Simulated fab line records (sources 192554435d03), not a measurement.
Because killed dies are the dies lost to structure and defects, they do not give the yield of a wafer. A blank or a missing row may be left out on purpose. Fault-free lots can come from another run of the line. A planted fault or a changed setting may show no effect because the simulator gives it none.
One fault through the eyes of 3 desks :: flow n5-finfet :: only its own numbers are on each desk; what lay behind them is given at the end

== DESK OF THE TOOL OWNER: rie-metal-03 ==
The tool's own readings at N5_GATE_CUT_ETCH_56 (etches TiN in Cl2/Ar, target depth 21.6 nm): means of the sampled wafers that have a number, for each lot that ran on this tool. The brackets show how far a lot's mean lies from the usual mean; more than 4 standard deviations puts the lot out of limits, marked OUT.
Columns: A = drypump-motor-current-A at N5_GATE_CUT_ETCH_56, usual 5.61 A; B = oes-product-au at N5_GATE_CUT_ETCH_56, usual 0.76 a.u.; C = rf-fwd-power-W at N5_GATE_CUT_ETCH_56, usual 595.0 W; D = throttle-valve-pct at N5_GATE_CUT_ETCH_56, usual 20.9 %
lot: L833
first seen here: day 6 12:17
A: 5.71
B: 0.69
C: 597.6
D: 20.8

lot: L836
first seen here: day 7 06:05
A: 5.26
B: 0.87
C: 595.5
D: 20.6

lot: L837
first seen here: day 7 14:31
A: 5.71
B: 0.92
C: 548.7 (-24) OUT
D: 20.5
This desk's verdict: out of limits on L837, starting with L837 at day 7 14:31 (rf-fwd-power-W at N5_GATE_CUT_ETCH_56). L833, L836: within limits.

== THE DEFECT DESK ==
Counts from the inspections along the route, per lot, as means over the sampled wafers that have a number. The brackets show how far a lot's mean lies from the usual mean; more than 4 standard deviations puts the lot out of limits, marked OUT.
Columns: A = raw-defect-count at N5_HKMG_FIN_INSPECT_28, usual 43
lot: L833
first seen here: day 6 12:07
A: 66

lot: L836
first seen here: day 7 05:49
A: 38

lot: L837
first seen here: day 7 14:22
A: 35

lot: L841
first seen here: day 8 09:04
A: 47

lot: L848
first seen here: day 10 06:43
A: 26
This desk's finding: nothing out of limits on any of the 5 lots.

== AT THE METROLOGY DESK ==
What the gauges read, lot by lot, whatever tool the lot ran on: means of the sampled wafers that have a number. The brackets show how far a lot's mean lies from the usual mean; more than 4 standard deviations puts the lot out of limits, marked OUT. 7 of its 10 readings are shown, namely those furthest out on some lot.
Columns: A = DIBL_N at N5_BEOL_M4_RC_MEAS_101, usual 36.4 mV/V; B = IOFF_P at N5_BEOL_M4_RC_MEAS_101, usual 0.21 nA/um; C = ION_N at N5_BEOL_M4_RC_MEAS_101, usual 670 uA/um; D = ION_P at N5_BEOL_M4_RC_MEAS_101, usual 459 uA/um; E = SS_N at N5_BEOL_M4_RC_MEAS_101, usual 71.5 mV/dec; F = VT_N at N5_BEOL_M4_RC_MEAS_101, usual 250 mV; G = VT_P at N5_BEOL_M4_RC_MEAS_101, usual -250 mV
lot: L833
first seen here: day 11 16:45
A: 35.8
B: 0.19
C: 667
D: 451
E: 71.9
F: 250
G: -254

lot: L836
first seen here: day 11 19:54
A: 37.0
B: 0.19
C: 659
D: 449
E: 71.6
F: 253
G: -253

lot: L837
first seen here: day 12 08:35
A: 38.3
B: 0.23
C: 675
D: 461
E: 71.9
F: 248
G: -248

lot: L841
first seen here: day 13 00:11
A: 35.5
B: 0.20
C: 674
D: 463
E: 70.9
F: 249
G: -250

lot: L848
first seen here: day 14 23:11
A: 35.9
B: 0.27
C: 678
D: 474
E: 71.6
F: 248
G: -244
This desk's finding: nothing out of limits on any of the 5 lots.

== TAKEN TOGETHER ==
An alarm could have come from the tool owner's desk at day 7 14:31, on L837.
Nothing the defect desk looked at was out of limits.
From the metrology desk's view, nothing was out of limits.
The defect desk has L837 on record, within its limits.
The metrology desk holds a record of L837, inside its limits.
N5_GATE_CUT_ETCH_56 was run on rie-metal-03 by each of the lots named.

== WHAT THE SIMULATOR PUT IN ==
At N5_GATE_CUT_ETCH_56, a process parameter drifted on rie-metal-03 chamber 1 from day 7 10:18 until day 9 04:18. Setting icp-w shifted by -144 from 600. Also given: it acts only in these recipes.
Struck lots among those shown: L837.
Delay in hours, fault start to first out-of-limits reading, by desk: the tool owner's desk at 4.
